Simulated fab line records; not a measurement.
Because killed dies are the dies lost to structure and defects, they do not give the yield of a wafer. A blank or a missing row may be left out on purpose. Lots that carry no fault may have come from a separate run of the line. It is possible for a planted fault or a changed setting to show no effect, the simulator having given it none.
Matching of chambers :: flow n5-finfet :: N5_HKMG_FIN_STRIP_34 on rie-diel-05: 4 sister chambers
The step strips in CF4. 14 wafers are shown with their chamber, then 7 later ones without.

== WAFERS WITH THEIR CHAMBER ==
wafer: L277.1
chamber: 2
drypump-motor-current-A (A): 5.4
showerhead-plenum-p-Torr (Torr): 1.89
throttle-valve-pct (%): 13.25

wafer: L277.5
chamber: 0
drypump-motor-current-A (A): 5.8
showerhead-plenum-p-Torr (Torr): 1.89
throttle-valve-pct (%): 13.85

wafer: L277.6
chamber: 1
drypump-motor-current-A (A): 5.1
showerhead-plenum-p-Torr (Torr): 1.77
throttle-valve-pct (%): 13.37

wafer: L279.3
chamber: 3
drypump-motor-current-A (A): 6.4
showerhead-plenum-p-Torr (Torr): 1.71
throttle-valve-pct (%): 13.75

wafer: L279.4
chamber: 0
drypump-motor-current-A (A): 5.9
showerhead-plenum-p-Torr (Torr): 1.89
throttle-valve-pct (%): 13.86

wafer: L279.5
chamber: 0
drypump-motor-current-A (A): 5.9
showerhead-plenum-p-Torr (Torr): 1.89
throttle-valve-pct (%): 13.85

wafer: L281.2
chamber: 1
drypump-motor-current-A (A): 5.1
showerhead-plenum-p-Torr (Torr): 1.77
throttle-valve-pct (%): 13.39

wafer: L281.4
chamber: 3
drypump-motor-current-A (A): 6.4
showerhead-plenum-p-Torr (Torr): 1.71
throttle-valve-pct (%): 13.74

wafer: L281.5
chamber: 2
drypump-motor-current-A (A): 5.4
showerhead-plenum-p-Torr (Torr): 1.89
throttle-valve-pct (%): 13.28

wafer: L283.1
chamber: 2
drypump-motor-current-A (A): 5.4
showerhead-plenum-p-Torr (Torr): 1.88
throttle-valve-pct (%): 13.29

wafer: L283.2
chamber: 1
drypump-motor-current-A (A): 5.1
showerhead-plenum-p-Torr (Torr): 1.77
throttle-valve-pct (%): 13.39

wafer: L283.6
chamber: 2
drypump-motor-current-A (A): 5.4
showerhead-plenum-p-Torr (Torr): 1.88
throttle-valve-pct (%): 13.28

wafer: L288.1
chamber: 2
drypump-motor-current-A (A): 5.4
showerhead-plenum-p-Torr (Torr): 1.88
throttle-valve-pct (%): 13.33

wafer: L288.4
chamber: 0
drypump-motor-current-A (A): 5.8
showerhead-plenum-p-Torr (Torr): 1.88
throttle-valve-pct (%): 13.89

SIGNATURES (means of the wafers above)
reading: drypump-motor-current-A
chamber 0: 5.850
chamber 1: 5.100
chamber 2: 5.400
chamber 3: 6.400
scatter within a chamber: 0.0316

reading: showerhead-plenum-p-Torr
chamber 0: 1.8875
chamber 1: 1.7700
chamber 2: 1.8840
chamber 3: 1.7100
scatter within a chamber: 0.00442

reading: throttle-valve-pct
chamber 0: 13.8625
chamber 1: 13.3833
chamber 2: 13.2860
chamber 3: 13.7450
scatter within a chamber: 0.0217
Rule: distance of a wafer from a chamber = root of the sum over the readings of ((wafer's reading minus chamber's mean) / reading's scatter) squared. The wafer belongs to the nearest chamber; if the next one is less than 2 further off, it can't be placed. The scatter: the root of (the sum of the squares of (reading less its chamber's mean) over the shown wafers, divided by (wafers less chambers)).

== WAFERS WITH NO CHAMBER GIVEN ==
wafer: L288.5
drypump-motor-current-A (A): 5.9
showerhead-plenum-p-Torr (Torr): 1.88
throttle-valve-pct (%): 13.91

wafer: L289.1
drypump-motor-current-A (A): 5.3
showerhead-plenum-p-Torr (Torr): 1.88
throttle-valve-pct (%): 13.31

wafer: L289.4
drypump-motor-current-A (A): 5.1
showerhead-plenum-p-Torr (Torr): 1.76
throttle-valve-pct (%): 13.43

wafer: L289.6
drypump-motor-current-A (A): 5.3
showerhead-plenum-p-Torr (Torr): 1.88
throttle-valve-pct (%): 13.32

wafer: L290.3
drypump-motor-current-A (A): 5.1
showerhead-plenum-p-Torr (Torr): 1.76
throttle-valve-pct (%): 13.46

wafer: L290.5
drypump-motor-current-A (A): 6.4
showerhead-plenum-p-Torr (Torr): 1.71
throttle-valve-pct (%): 13.80

wafer: L290.6
drypump-motor-current-A (A): 5.9
showerhead-plenum-p-Torr (Torr): 1.88
throttle-valve-pct (%): 13.89

== WHICH CHAMBER EACH ONE RAN IN ==
wafer: L288.5
from the rows above: 0
in truth: 0

wafer: L289.1
from the rows above: 2
in truth: 2

wafer: L289.4
from the rows above: 1
in truth: 1

wafer: L289.6
from the rows above: 2
in truth: 2

wafer: L290.3
from the rows above: 1
in truth: 1

wafer: L290.5
from the rows above: 3
in truth: 3

wafer: L290.6
from the rows above: 0
in truth: 0
Correctly placed: 7 of 7. From these rows, 0 cannot be placed. Placed wrongly: 0.
